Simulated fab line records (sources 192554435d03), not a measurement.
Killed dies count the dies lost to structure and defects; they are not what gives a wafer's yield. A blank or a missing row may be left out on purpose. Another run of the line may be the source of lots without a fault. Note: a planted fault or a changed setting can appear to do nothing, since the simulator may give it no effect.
Which of the tools did it? + flow n5-finfet + 31 wafers from 11 lots sampled at 4 of the route's 1938 steps

## WHAT EACH GAUGE READ, for each wafer
No reading from a measuring or inspecting step in the record can be judged against a usual standard deviation.

## WHAT TOOL EACH LOT RAN ON (gives the tool, then ch and the chambers of the sampled wafers, and finally the start)
| lot  | N5_BEOL_M6_STRIP_36                | N5_BEOL_M6_CURE_75            | N5_BEOL_M6_ALD_77                   | N5_BEOL_M6_ANNEAL_51             |
|------|------------------------------------|-------------------------------|-------------------------------------|----------------------------------|
| L113 | rie-diel-04 ch 1,3, day 10 12:01   | uv-cure-03 ch 1, day 10 12:30 | ald-metal-02 ch 0,2, day 10 13:10   | rtp-anneal-02 ch 0, day 10 14:31 |
| L114 | rie-diel-04 ch 1,2, day 11 19:22   | uv-cure-02 ch 1, day 11 19:48 | ald-metal-02 ch 0,1,2, day 11 20:29 | rtp-anneal-01 ch 0, day 11 22:22 |
| L115 | rie-diel-05 ch 1,3, day 12 00:46   | uv-cure-01 ch 1, day 12 01:09 | ald-metal-03 ch 0,1,2, day 12 01:42 | rtp-anneal-01 ch 0, day 12 02:32 |
| L116 | rie-diel-05 ch 0,1,3, day 12 06:47 | uv-cure-03 ch 0, day 12 07:11 | ald-metal-01 ch 0,3, day 12 07:49   | rtp-anneal-02 ch 0, day 12 09:34 |
| L120 | rie-diel-02 ch 0,1,3, day 13 03:02 | uv-cure-03 ch 1, day 13 03:26 | ald-metal-03 ch 1,2,3, day 13 04:16 | rtp-anneal-02 ch 0, day 13 05:19 |
| L121 | rie-diel-02 ch 0,2,3, day 13 07:41 | uv-cure-02 ch 2, day 13 08:10 | ald-metal-03 ch 0,1,2, day 13 08:44 | rtp-anneal-01 ch 0, day 13 10:09 |
| L123 | rie-diel-05 ch 1,2,3, day 13 11:59 | uv-cure-01 ch 0, day 13 12:28 | ald-metal-01 ch 1,2,3, day 13 13:13 | rtp-anneal-02 ch 0, day 13 14:41 |
| L127 | rie-diel-02 ch 0,2,3, day 14 17:32 | uv-cure-02 ch 2, day 14 18:01 | ald-metal-02 ch 2,3, day 14 18:34   | rtp-anneal-01 ch 0, day 14 19:38 |
| L126 | rie-diel-02 ch 0,1,2, day 14 22:31 | uv-cure-03 ch 2, day 14 23:01 | ald-metal-02 ch 1,2, day 14 23:41   | rtp-anneal-01 ch 0, day 15 00:28 |
| L130 | rie-diel-04 ch 2,3, day 15 06:10   | uv-cure-01 ch 2, day 15 06:40 | ald-metal-01 ch 0,2, day 15 07:40   | rtp-anneal-02 ch 0, day 15 08:30 |
| L136 | rie-diel-04 ch 1,3, day 16 09:57   | uv-cure-01 ch 1, day 16 10:39 | ald-metal-01 ch 0,1, day 16 11:04   | rtp-anneal-01 ch 0, day 16 12:19 |
- N5_BEOL_M6_STRIP_36: strips in N2/H2.
- N5_BEOL_M6_CURE_75: cures SiCOH lowk, time 120 s.
- N5_BEOL_M6_ALD_77: deposits TaN, target thk 2 nm, pulse time 2 s, purge time 3 s.
- N5_BEOL_M6_ANNEAL_51: time 90 s.

## WHAT THE TOOLS THEMSELVES READ (means of the sampled wafers that have a number; where no wafer has one, the mark that the record gives instead)
N5_BEOL_M6_STRIP_36.
| lot  | tool        | drypump-motor-current-A (A) | oes-product-au (a.u.) | rf-vpp-V (V) | showerhead-plenum-p-Torr (Torr) | throttle-valve-pct (%) |
|------|-------------|-----------------------------|-----------------------|--------------|---------------------------------|------------------------|
| L113 | rie-diel-04 | 5.3                         | 0.68                  | 60.2         | 2.62                            | 23.70                  |
| L114 | rie-diel-04 | 5.6                         | 0.69                  | 58.6         | 2.58                            | 23.59                  |
| L115 | rie-diel-05 | 5.8                         | 0.76                  | 60.3         | 2.57                            | 23.40                  |
| L116 | rie-diel-05 | 6.0                         | 0.76                  | 58.6         | 2.54                            | 23.45                  |
| L120 | rie-diel-02 | 5.9                         | 0.82                  | 60.1         | 2.56                            | 23.66                  |
| L121 | rie-diel-02 | 5.7                         | 0.82                  | 59.3         | 2.55                            | 23.74                  |
| L123 | rie-diel-05 | 5.8                         | 0.74                  | 59.3         | 2.53                            | 23.39                  |
| L127 | rie-diel-02 | 5.7                         | 0.79                  | 59.7         | 2.55                            | 23.77                  |
| L126 | rie-diel-02 | 5.6                         | 0.72                  | 59.8         | 2.52                            | 23.85                  |
| L130 | rie-diel-04 | 5.8                         | 0.80                  | 61.2         | 2.54                            | 23.61                  |
| L136 | rie-diel-04 | 5.4                         | 0.90                  | 58.2         | 2.59                            | 23.48                  |

N5_BEOL_M6_CURE_75.
| lot  | tool       | lamp-power-pct (%) | wafer_temp_C_max |
|------|------------|--------------------|------------------|
| L113 | uv-cure-03 | 52.34              | 372.4            |
| L114 | uv-cure-02 | 52.36              | 372.3            |
| L115 | uv-cure-01 | 52.34              | 372.5            |
| L116 | uv-cure-03 | 52.30              | 372.1            |
| L120 | uv-cure-03 | 52.35              | 373.1            |
| L121 | uv-cure-02 | 52.28              | 370.9            |
| L123 | uv-cure-01 | 52.35              | 371.6            |
| L127 | uv-cure-02 | 52.28              | 371.1            |
| L126 | uv-cure-03 | 52.36              | 371.3            |
| L130 | uv-cure-01 | 52.27              | 372.5            |
| L136 | uv-cure-01 | 52.35              | 372.4            |

N5_BEOL_M6_ALD_77.
| lot  | tool         | heater-power-w (W) |
|------|--------------|--------------------|
| L113 | ald-metal-02 | 423                |
| L114 | ald-metal-02 | 431                |
| L115 | ald-metal-03 | 405                |
| L116 | ald-metal-01 | 452                |
| L120 | ald-metal-03 | 417                |
| L121 | ald-metal-03 | 412                |
| L123 | ald-metal-01 | 406                |
| L127 | ald-metal-02 | 427                |
| L126 | ald-metal-02 | 430                |
| L130 | ald-metal-01 | 416                |
| L136 | ald-metal-01 | 424                |

N5_BEOL_M6_ANNEAL_51.
| lot  | tool          | wafer_temp_C_max |
|------|---------------|------------------|
| L113 | rtp-anneal-02 | 225.94           |
| L114 | rtp-anneal-01 | 225.71           |
| L115 | rtp-anneal-01 | 225.42           |
| L116 | rtp-anneal-02 | 226.06           |
| L120 | rtp-anneal-02 | 226.00           |
| L121 | rtp-anneal-01 | 225.83           |
| L123 | rtp-anneal-02 | 226.20           |
| L127 | rtp-anneal-01 | 225.86           |
| L126 | rtp-anneal-01 | 225.80           |
| L130 | rtp-anneal-02 | 226.06           |
| L136 | rtp-anneal-01 | 226.06           |

## THE ANSWER, worked out from the rows above alone
Rule: the lots themselves supply what counts as usual. The widest of any qualifying gaps counts: lots, ordered by their means at a reading, are off when they make up no more than a third of the lots, leave a main group of 4 or more, and stand apart from it by 3 or more times the standard deviation of that group's means. Not used: any main group whose means are identical at the precision the tables above print for the reading. Also off: a lot with no number at a reading for which 4 or more lots have one. Any other lot the step has rows for is counted as sound. The gauges are gone through in route order, then the tools' own readings, and for those a lot's mean is taken as printed above. At the first step where some lot is off, the reading lying furthest off is the one used; lots without a number count as furthest.
None of the lots is off at any reading shown; this tells nothing.

## WHAT THE SIMULATOR PUT IN
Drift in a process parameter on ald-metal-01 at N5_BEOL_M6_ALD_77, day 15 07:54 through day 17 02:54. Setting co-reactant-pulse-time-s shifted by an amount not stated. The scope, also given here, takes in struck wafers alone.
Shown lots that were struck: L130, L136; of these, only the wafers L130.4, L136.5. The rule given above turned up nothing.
